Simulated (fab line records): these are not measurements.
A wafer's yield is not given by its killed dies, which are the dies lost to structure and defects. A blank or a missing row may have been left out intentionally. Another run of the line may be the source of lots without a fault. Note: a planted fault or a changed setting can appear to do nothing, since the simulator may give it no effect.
A struck lot beside a sound one :: flow nand harc :: 30 steps out of a route of 1159
Sound: the wafers L212.1, L212.2, L212.3. Wafers struck: L215.1, L215.4, L215.6. Last of all comes the cause.
For every step that has rows: the tool of each side, followed by ch and its chambers, followed by its first start. Under that, the readings that differ: sound wafers :: struck wafers :: difference of the means :: sigmas: that difference in standard deviations of wafers without a fault.
alike: readings with means less than 2 such deviations apart, plus words and numbers identical on both sides. not compared: withheld readings, readings lacking a value on some wafer, bounds such as >300 that could conceal the same value, and numbers that have no deviation in the record and whose values overlap.
A row with sigmas, a row that says differs or no value, or rows on one side alone: a step with any of these is where the two part. Numbers that have no deviation but don't overlap get no sigmas and don't part them. A reading that every wafer of one side lacks parts them only if that side has two wafers or more.

first, 2 steps without rows for these wafers: NHARC_A_STAIRCASE_PRECLEAN_448 (cleans in SC1); NHARC_A_STAIRCASE_SRD_449.
NHARC_A_STAIRCASE_CMP_450: polishes SiO2, target thk 200 nm.
  sound on cmp-04 ch 1,2,3, day 15 05:39; struck on cmp-02 ch 1,3, day 15 13:28
  alike: motor current A
NHARC_A_STAIRCASE_CMP_152: polishes.
  sound on cmp-04 ch 1,2,3, day 15 05:43; struck on cmp-02 ch 1,3, day 15 13:32
  alike: motor current A
then, 5 steps without rows for these wafers: NHARC_A_STAIRCASE_SRD_154; NHARC_A_STAIRCASE_ETCH_403 (etches SiO2 in dHF, target depth 108.2 nm); NHARC_A_STAIRCASE_ETCHBACK_422 (etches the open film in CH3F/O2, target depth 40 nm, time 74.286 s); NHARC_A_STAIRCASE_ETCH_423 (etches SiO2 in dHF, target depth 30 nm); NHARC_A_STAIRCASE_ETCHBACK_157 (etches the open film in CH3F/O2, target depth 90 nm, time 167.14 s).
NHARC_A_STAIRCASE_STRIP_475: strips in O2, time 20 s.
  sound on rie diel-13 ch 0,1,2; struck on rie diel-10 ch 0,1, day 15 14:43
  alike: drypump motor current A, oes product au, rf vpp V, showerhead plenum p Torr, throttle valve pct
  not compared: rf hours counter h
NHARC_A_STAIRCASE_DEP_471: deposits SiO2, target thk 100 nm.
  sound on pecvd-04 ch 0,1,2, day 15 06:49; struck on pecvd-02 ch 0,1,2, day 15 14:52
  alike: heater power w, rf fwd power W, throttle valve pct
NHARC_A_STAIRCASE_CMP_472: polishes SiO2.
  sound on cmp-02 ch 0,1,3, day 15 07:05; struck on cmp-02 ch 0,1,2, day 15 15:08
  alike: motor current A
next, for these wafers, 1 step has no rows: NHARC_A_STAIRCASE_SRD_474.
NHARC_A_STAIRCASE_INSPECT_155:
  sound on defect inspect-01, day 15 07:25; struck on defect inspect-01, day 15 15:27
reading: raw defect count
sound: 264 335 231
struck: 747 719 648
difference: +428
sigmas: +4
NHARC_A_SGD_CUT_DEP_00: deposits SiNx, target thk 50 nm.
  sound on pecvd-01 ch 0,1,2, day 15 07:29; struck on pecvd-02 ch 0,2, day 15 15:31
  alike: heater power w, rf fwd power W
then, 10 steps without rows for these wafers: NHARC_A_SGD_CUT_DEHYDRATE_01 (time 120 s); NHARC_A_SGD_CUT_HMDS_02 (time 30 s); NHARC_A_SGD_CUT_COAT_56 (time 75 s); NHARC_A_SGD_CUT_COAT_57 (time 65 s); NHARC_A_SGD_CUT_COAT_03 (resist thk 90 nm); NHARC_A_SGD_CUT_SOFTBAKE_04 (time 55 s); NHARC_A_SGD_CUT_EBR_05; NHARC_A_SGD_CUT_EXPOSE_06 (exposes mask SGD); NHARC_A_SGD_CUT_PEB_07 (peb time 65 s); NHARC_A_SGD_CUT_DEVELOP_08 (develop time 35 s).
NHARC_A_SGD_CUT_CD_MEAS_09: the cd target is 100 nm.
  sound on cd sem-02 ch 0, day 15 08:05; struck on cd sem-01 ch 0, day 15 16:07
  alike: cd nm
NHARC_A_SGD_CUT_OVL_MEAS_10:
  sound on overlay-02, day 15 08:10; struck on overlay-01, day 15 16:12
  alike: overlay x nm, overlay y nm
NHARC_A_SGD_CUT_INSPECT_11:
  sound on defect inspect-02, day 15 08:13; struck on defect inspect-01, day 15 16:14
reading: raw defect count
sound: 10 8 8
struck: 439 471 418
difference: +434
sigmas: +48
then, 1 step without rows for these wafers: NHARC_A_SGD_CUT_DESCUM_14 (chemistry O2, time 3 s).
-- record jumps: 6 days between struck wafers' starts before vs after; left off in module A_SGD_CUT, resumes in module END, first step shown is number 1159 of the route --
NHARC_END_SORT_01:
  only the struck wafers appear in the record here, on prober-02 ch 0 at day 21 05:41; the sound ones have no rows

== WHERE THEY PART ==
Last at NHARC_END_SORT_01 as far as this record goes, first at NHARC_A_STAIRCASE_INSPECT_155.

WHY: what had been put in by the simulator
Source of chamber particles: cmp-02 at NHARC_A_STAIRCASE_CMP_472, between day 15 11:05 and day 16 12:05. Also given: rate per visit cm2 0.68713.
